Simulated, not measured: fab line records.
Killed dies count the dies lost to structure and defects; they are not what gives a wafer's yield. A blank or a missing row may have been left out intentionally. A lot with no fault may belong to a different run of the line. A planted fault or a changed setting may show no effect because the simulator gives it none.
Which tool is to blame?	flow nand-harc	18 wafers from 6 lots sampled at 2 of the route's 1159 steps

## WHAT EACH GAUGE READ, for each wafer
NHARC_A_WL_FILL_INSPECT_15.
lot	measured	on	raw-defect-count
L289	day 16 06:24	defect-inspect-01	288 238 256
L291	day 16 18:26	defect-inspect-01	330 416 411
L299	day 18 13:43	defect-inspect-02	248 355 270
L306	day 20 21:26	defect-inspect-01	449 250 601
L308	day 21 02:13	defect-inspect-02	380 249 354
L310	day 21 17:59	defect-inspect-01	293 338 413

## EACH LOT AND THE TOOL THAT RAN IT (in order: tool; ch and the chambers of the sampled wafers; start)
lot	NHARC_A_WL_FILL_ETCHBACK_26
L289	rie-si-04 ch 1,3, day 15 22:52
L291	rie-si-04 ch 0,2,3, day 16 12:28
L299	rie-si-06 ch 0,2,3, day 18 05:43
L306	rie-si-04 ch 0,1,2, day 20 13:22
L308	rie-si-03 ch 0,2, day 20 16:11
L310	rie-si-06 ch 1,2, day 20 19:22
- NHARC_A_WL_FILL_ETCHBACK_26: etches the open film in HBr, target depth 52 nm, time 13.3 s.

## THE ANSWER, worked out from the rows above alone
Rule: the usual values come from the lots themselves. The widest of any qualifying gaps counts: lots, ordered by their means at a reading, are off when they make up no more than a third of the lots, leave a main group of 4 or more, and stand apart from it by 3 or more times the standard deviation of that group's means. If all means in a main group match to the digits the tables above print for the reading, that group is not used. Also off: a lot with no number at a reading for which 4 or more lots have one. Where the step has rows for the other lots, those lots are counted as sound.
Nothing can be told from this: no lot is off at any reading shown.

## WHAT HAD BEEN PUT IN BY THE SIMULATOR
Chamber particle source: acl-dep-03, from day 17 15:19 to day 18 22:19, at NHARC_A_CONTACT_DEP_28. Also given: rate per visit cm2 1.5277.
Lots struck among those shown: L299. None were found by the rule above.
